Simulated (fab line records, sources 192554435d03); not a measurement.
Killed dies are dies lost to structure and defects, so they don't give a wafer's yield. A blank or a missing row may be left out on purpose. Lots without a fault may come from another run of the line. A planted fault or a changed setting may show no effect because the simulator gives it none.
A struck lot beside a sound one | flow n5_finfet | 16 steps out of a route of 1938
Sound: wafers L887.1, L887.3, L887.4. Struck: wafer L880.2. (L880.5 of the same lot was not struck and is left out.) The cause comes at the end.
At each step with rows: each side's tool, then ch and its chambers, then its first start. Under that, the readings that differ: sound wafers | struck wafers | difference of the means | sigmas: that difference in standard deviations of wafers without a fault.
alike: readings whose means differ by less than 2 such deviations, and words and numbers that are the same on both sides. not compared: withheld readings, readings that some wafer has no value for, bounds like >300 that may hide the same value, and numbers for which the record gives no deviation and whose values overlap.
The two part at a step that has a row with sigmas, a row that says differs or no value, or rows on one side only. Numbers that don't overlap but have no deviation are shown without sigmas and don't part them. A reading that every wafer of one side lacks parts them only if that side has two wafers or more.

first, 7 steps without rows for these wafers: N5_BEOL_M2_COAT_73 (time 60 s, resist thk 5 nm); N5_BEOL_M2_COAT_05 (resist thk 30 nm); N5_BEOL_M2_EBR_07; N5_BEOL_M2_SOFTBAKE_06 (time 60 s); N5_BEOL_M2_EXPOSE_08 (exposes mask M2); N5_BEOL_M2_PEB_09 (peb time 60 s); N5_BEOL_M2_DEVELOP_10 (develop time 30 s).
N5_BEOL_M2_CD_MEAS_11: target cd 16.79 nm.
  sound on cd_sem-02 ch 0, day 12 02:58; struck on cd_sem-01 ch 0, day 9 16:53
  alike: cd_nm
N5_BEOL_M2_OVL_MEAS_12:
  sound on overlay-02 ch 0, day 12 02:59; struck on overlay-02 ch 0, day 9 16:55
  reading     | sound         | struck | difference | sigmas
  M2_OVL (nm) | 0.0 -0.5 -0.5 | 1.2    | +1.5       | +2
N5_BEOL_M2_INSPECT_13: inspects for defects (brightfield).
  sound on defect_inspect-01, day 12 03:03; struck on defect_inspect-01, day 9 17:07
  alike: raw_defect_count
N5_BEOL_M2_DESCUM_16: chemistry O2, time 7 s.
  sound on rie_diel-04 ch 1,2,3, day 12 03:05; struck on rie_diel-03 ch 2, day 9 17:09
  reading             | sound             | struck | difference | sigmas
  o2_flow_sccm (sccm) | 224.7 225.3 225.9 | 223.4  | -1.9       | -3
  alike: drypump_motor_current_A, oes_product_au, rf_vpp_V, showerhead_plenum_p_Torr, throttle_valve_pct
  not compared: rf_hours_counter_h
N5_BEOL_M2_ETCH_74: etches underlayer in N2/H2, target depth 6.5 nm, time 5.2 s.
  sound on rie_diel-04 ch 1,2,3, day 12 03:07; struck on rie_diel-03 ch 2, day 9 17:11
  alike: drypump_motor_current_A, etch_rf_on_time_s, oes_product_au, rf_vpp_V, showerhead_plenum_p_Torr, throttle_valve_pct
  not compared: rf_hours_counter_h
N5_BEOL_M2_ETCH_63: etches SiARC in CF4, target depth 15.6 nm, time 26 s.
  sound on rie_diel-04 ch 1,2,3, day 12 03:08; struck on rie_diel-03 ch 2, day 9 17:12
  reading               | sound          | struck | difference | sigmas
  etch_rf_on_time_s (s) | 24.8 26.5 25.9 | 41.4   | +15.7      | +27
  oes_product_au (a.u.) | 0.80 0.59 0.66 | 0.48   | -0.20      | -3
  alike: drypump_motor_current_A, rf_vpp_V, showerhead_plenum_p_Torr, throttle_valve_pct
  not compared: rf_hours_counter_h
N5_BEOL_M2_ETCH_64: etches SOC in N2/H2, target depth 75 nm, overetch 22.5 nm, time 121.9 s.
  sound on rie_diel-04 ch 1,2,3, day 12 03:10; struck on rie_diel-03 ch 2, day 9 17:14
  alike: drypump_motor_current_A, oes_product_au, rf_vpp_V, showerhead_plenum_p_Torr, throttle_valve_pct
  not compared: rf_hours_counter_h
N5_BEOL_M4_RC_MEAS_101:
  sound on prober-02 ch 0, day 13 18:03; struck on prober-01 ch 0, day 11 01:41
  reading       | sound          | struck | difference | sigmas
  SS_N (mV/dec) | 71.7 70.9 71.2 | 72.4   | +1.1       | +2
  alike: DIBL_N, DIBL_P, IOFF_N, IOFF_P, ION_N, ION_P, SS_P, VT_N, VT_P
-- the record jumps here: 4 days lie between the struck wafers' starts before and after (it left off in module BEOL_M4 and takes up again in module PASSIVATION, whose first step shown is number 1936 of the route) --
N5_PASSIVATION_PROBE_49:
  sound on prober-02, day 18 09:14; struck on prober-02, day 15 09:10
  reading            | sound  | struck | difference | sigmas
  killed_at_contacts | 6 12 8 | 28     | +19        | +3
  alike: defect_limited_yield, killed_at_M0_to_M3, killed_at_M4_up, killed_at_front_end, killed_at_other, killed_dies, killed_on_rim, killed_open, killed_short, sort_bin_5_function, sort_bin_6_memory, sort_n_pass, sort_yield_pct

WHERE THEY PART
First at N5_BEOL_M2_OVL_MEAS_12; last, within this record, at N5_PASSIVATION_PROBE_49.

WHY: what the simulator had put in
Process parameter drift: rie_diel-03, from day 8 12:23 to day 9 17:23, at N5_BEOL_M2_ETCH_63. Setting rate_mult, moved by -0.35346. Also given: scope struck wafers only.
